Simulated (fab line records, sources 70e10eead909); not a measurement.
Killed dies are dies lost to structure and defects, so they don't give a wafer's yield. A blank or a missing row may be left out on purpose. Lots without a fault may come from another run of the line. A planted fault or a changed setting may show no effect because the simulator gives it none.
A struck lot beside a sound one | flow nand_harc | 13 steps out of a route of 1302
Sound: wafers L615.1, L615.3, L615.6. Struck: wafers L624.4, L624.5, L624.6. The cause comes at the end.
At each step with rows: each side's tool, then ch and its chambers, then its first start. Under that, the readings that differ: sound wafers | struck wafers | difference of the means | sigmas: that difference in standard deviations of wafers without a fault.
alike: readings whose means differ by less than 2 such deviations, and words and numbers that are the same on both sides. not compared: withheld readings, readings that some wafer has no value for, bounds like >300 that may hide the same value, and numbers for which the record gives no deviation and whose values overlap.
The two part at a step that has a row with sigmas, a row that says differs or no value, or rows on one side only. Numbers that don't overlap but have no deviation are shown without sigmas and don't part them. A reading that every wafer of one side lacks parts them only if that side has two wafers or more.

first, 1 step without rows for these wafers: NHARC_A_ONON_D1_DEP_19 (target thk 1000 nm).
NHARC_A_ONON_D1_THK_MEAS_21: measures by ellipsometry.
  sound on film_metro-01, day 8 21:24; struck on film_metro-01, day 12 14:29
  alike: thk_nm
then, 1 step without rows for these wafers: NHARC_A_ONON_D1_DEP_22 (target thk 1000 nm).
NHARC_A_ONON_D1_THK_MEAS_24: measures by ellipsometry.
  sound on film_metro-02, day 8 21:58; struck on film_metro-01, day 12 15:04
  alike: thk_nm
then, 1 step without rows for these wafers: NHARC_A_ONON_D1_DEP_25 (target thk 1000 nm).
NHARC_A_ONON_D1_THK_MEAS_27: measures by ellipsometry.
  sound on film_metro-02, day 8 22:40; struck on film_metro-01, day 12 15:38
  alike: thk_nm
then, 1 step without rows for these wafers: NHARC_A_ONON_D1_DEP_28 (target thk 1000 nm).
NHARC_A_ONON_D1_THK_MEAS_30: measures by ellipsometry.
  sound on film_metro-02, day 8 23:14; struck on film_metro-02, day 12 16:12
  reading     | sound       | struck         | difference | sigmas
  thk_nm (nm) | 988 988 990 | 1008 1010 1009 | +20        | +2
NHARC_A_ONON_D1_DEP_33: deposits SiO2, target thk 200 nm.
  sound on pecvd-04 ch 0,1, day 8 23:17; struck on pecvd-03 ch 0,2, day 12 16:23
  alike: heater_power_w, showerhead_vpp_V, throttle_valve_pct
NHARC_A_ONON_D1_THK_MEAS_34: measures by ellipsometry.
  sound on film_metro-02, day 8 23:42; struck on film_metro-02, day 12 16:48
  alike: thk_nm
NHARC_A_ONON_D1_INSPECT_32:
  sound on defect_inspect-02, day 8 23:47; struck on defect_inspect-02, day 12 16:52
  alike: raw_defect_count
NHARC_A_CHANNEL_HOLE_D1_DEP_00: deposits aC, target thk 3100 nm.
  sound on acl_dep-03 ch 0, day 9 02:37; struck on acl_dep-02 ch 0, day 12 21:14
  alike: throttle_valve_pct
NHARC_A_CHANNEL_HOLE_D1_DEP_01: deposits SiON, target thk 140 nm.
  sound on pecvd-04 ch 0,1,2, day 9 04:34; struck on pecvd-04 ch 1,2, day 12 22:20
  alike: heater_power_w, showerhead_vpp_V

WHERE THEY PART
Only at NHARC_A_ONON_D1_THK_MEAS_30, within this record. Later steps at which nothing parts them and some readings are alike: NHARC_A_ONON_D1_DEP_33, NHARC_A_ONON_D1_THK_MEAS_34, NHARC_A_ONON_D1_INSPECT_32, NHARC_A_CHANNEL_HOLE_D1_DEP_00, NHARC_A_CHANNEL_HOLE_D1_DEP_01.

WHY: what the simulator had put in
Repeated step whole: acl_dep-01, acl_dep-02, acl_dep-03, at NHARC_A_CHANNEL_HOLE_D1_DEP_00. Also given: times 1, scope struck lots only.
